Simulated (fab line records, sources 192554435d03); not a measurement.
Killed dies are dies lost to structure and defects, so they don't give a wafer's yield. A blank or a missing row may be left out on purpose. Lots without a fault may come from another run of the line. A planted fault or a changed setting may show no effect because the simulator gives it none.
Split-lot experiment | flow n5_finfet | 7 lots, 39 wafers read, on a route of 1938 steps

THE SPLIT
At N5_MOL_CONTACT_COAG_ALD_131 (deposits SiO2, target thk 5 nm, pulse time 1 s, co reactant pulse time 1 s), the setting ald_cycles was moved away from the recipe's 35 on 15 of the 39 wafers read, by -17.1% to +17.1%. The other wafers ran this setting at the recipe's value.

The reading is taken at the split's own step.

THE READING
SiO2_of_MOL_CONTACT_COAG_ALD_131.thk_nm (the simulator's own value, which no gauge read), in nm, at N5_MOL_CONTACT_COAG_ALD_131 (deposits SiO2, target thk 5 nm, pulse time 1 s, co reactant pulse time 1 s). The file gives no usual value for it.

wafer  | tool, chamber at the split | ald_cycles as run | against the recipe | SiO2_of_MOL_CONTACT_COAG_ALD_131.thk_nm, nm | against lot-mates on the recipe
L074.1 | ald_sin-03, 2,3,1          | 41                | +17.1%             | 5.8                                         | +0.8
L074.3 | ald_sin-03, 2,3,1          | 41                | +17.1%             | 5.8                                         | +0.8
L074.6 | ald_sin-03, 2,3,1          | 41                | +17.1%             | 5.8                                         | +0.8
L074.2 | ald_sin-03, 0,1,0          | 35                | recipe             | 5                                           | -
L074.4 | ald_sin-03, 0,1,0          | 35                | recipe             | 5                                           | -
L074.5 | ald_sin-03, 0,1,0          | 35                | recipe             | 5                                           | -
L075.1 | ald_sin-02, 3,1,0,2,1,2    | 35                | recipe             | 5                                           | -
L075.2 | ald_sin-02, 3,1,0,2,1,2    | 35                | recipe             | 5                                           | -
L075.3 | ald_sin-02, 3,1,0,2,1,2    | 35                | recipe             | 5                                           | -
L075.4 | ald_sin-02, 3,1,0,2,1,2    | 35                | recipe             | 5                                           | -
L075.5 | ald_sin-02, 3,1,0,2,1,2    | 35                | recipe             | 5                                           | -
L075.6 | ald_sin-02, 3,1,0,2,1,2    | 35                | recipe             | 5                                           | -
L080.1 | ald_sin-01, 0,3,0          | 33                | -5.7%              | 4.8                                         | -0.2
L080.4 | ald_sin-01, 0,3,0          | 33                | -5.7%              | 4.8                                         | -0.2
L080.5 | ald_sin-01, 0,3,0          | 33                | -5.7%              | 4.8                                         | -0.2
L080.2 | ald_sin-01, 2,1,1          | 35                | recipe             | 5                                           | -
L080.3 | ald_sin-01, 2,1,1          | 35                | recipe             | 5                                           | -
L080.6 | ald_sin-01, 2,1,1          | 35                | recipe             | 5                                           | -
L084.2 | ald_sin-03, 1,3,1          | 35                | recipe             | 5                                           | -
L084.3 | ald_sin-03, 1,3,1          | 35                | recipe             | 5                                           | -
L084.5 | ald_sin-03, 1,3,1          | 35                | recipe             | 5                                           | -
L085.1 | ald_sin-01, 3,0,0          | 35                | recipe             | 5                                           | -
L085.4 | ald_sin-01, 3,0,0          | 35                | recipe             | 5                                           | -
L085.6 | ald_sin-01, 3,0,0          | 35                | recipe             | 5                                           | -
L085.2 | ald_sin-01, 2,1,3          | 29                | -17.1%             | 4.2                                         | -0.8
L085.3 | ald_sin-01, 2,1,3          | 29                | -17.1%             | 4.2                                         | -0.8
L085.5 | ald_sin-01, 2,1,3          | 29                | -17.1%             | 4.2                                         | -0.8
L086.1 | ald_sin-01, 1,2,1          | 41                | +17.1%             | 5.8                                         | +0.8
L086.4 | ald_sin-01, 1,2,1          | 41                | +17.1%             | 5.8                                         | +0.8
L086.6 | ald_sin-01, 1,2,1          | 41                | +17.1%             | 5.8                                         | +0.8
L086.2 | ald_sin-01, 3,0,2          | 35                | recipe             | 5                                           | -
L086.3 | ald_sin-01, 3,0,2          | 35                | recipe             | 5                                           | -
L086.5 | ald_sin-01, 3,0,2          | 35                | recipe             | 5                                           | -
L088.1 | ald_sin-01, 2,0,2          | 35                | recipe             | 5                                           | -
L088.3 | ald_sin-01, 2,0,2          | 35                | recipe             | 5                                           | -
L088.5 | ald_sin-01, 2,0,2          | 35                | recipe             | 5                                           | -
L088.2 | ald_sin-01, 1,3,3          | 37                | +5.7%              | 5.2                                         | +0.2
L088.4 | ald_sin-01, 1,3,3          | 37                | +5.7%              | 5.2                                         | +0.2
L088.6 | ald_sin-01, 1,3,3          | 37                | +5.7%              | 5.2                                         | +0.2
Where a row lists several chambers, the file gives one row for several wafers and doesn't say which wafer went through which chamber.

THE FIT
A straight line over all 39 wafers: SiO2_of_MOL_CONTACT_COAG_ALD_131.thk_nm changes by +0.0458 nm for each +1% of ald_cycles; r = +1.00; the points scatter about the line by 0.026 nm.
The same after taking each lot's own level away (the mean of its wafers on the recipe; 39 wafers): +0.0458 nm for each +1%; r = +1.00; scatter 0.026 nm.
On that fit, the largest move of ald_cycles shifts the reading by 0.79 nm.
The lots' own levels span 5.00 to 5.00 nm.
So the lot-to-lot level changes the slope little: the two slopes agree.
Check: with one of the wafers moved furthest among these (+17.1%) left out of the fit, the line predicts +0.785 nm for it against its lot-mates. It came out at +0.8 nm against them.

OTHER SPLITS ON THESE WAFERS
These wafers also went through other splits before the reading. Each is held against what the fit with the lots' levels taken away leaves over:
other split on the same wafers        | wafers away from the commonest value | r with SiO2_of_MOL_CONTACT_COAG_ALD_131.thk_nm (lot level and that fit taken away)
N5_SD_EPI_P_ETCH_36 bias_w            | 12                                   | -0.21
N5_HKMG_FIN_HK_ALD_01 ald_cycles      | 18                                   | -0.23
N5_HKMG_FIN_ETCH_54 cf4_flow_sccm     | 12                                   | +0.35
N5_MOL_CONTACT_COAG_ALD_27 ald_cycles | 15                                   | -0.22

THE FILE'S OWN FIT
SiO2_of_MOL_CONTACT_COAG_ALD_131.thk_nm changes by +0.0459 nm for each +1% of ald_cycles, r = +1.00.
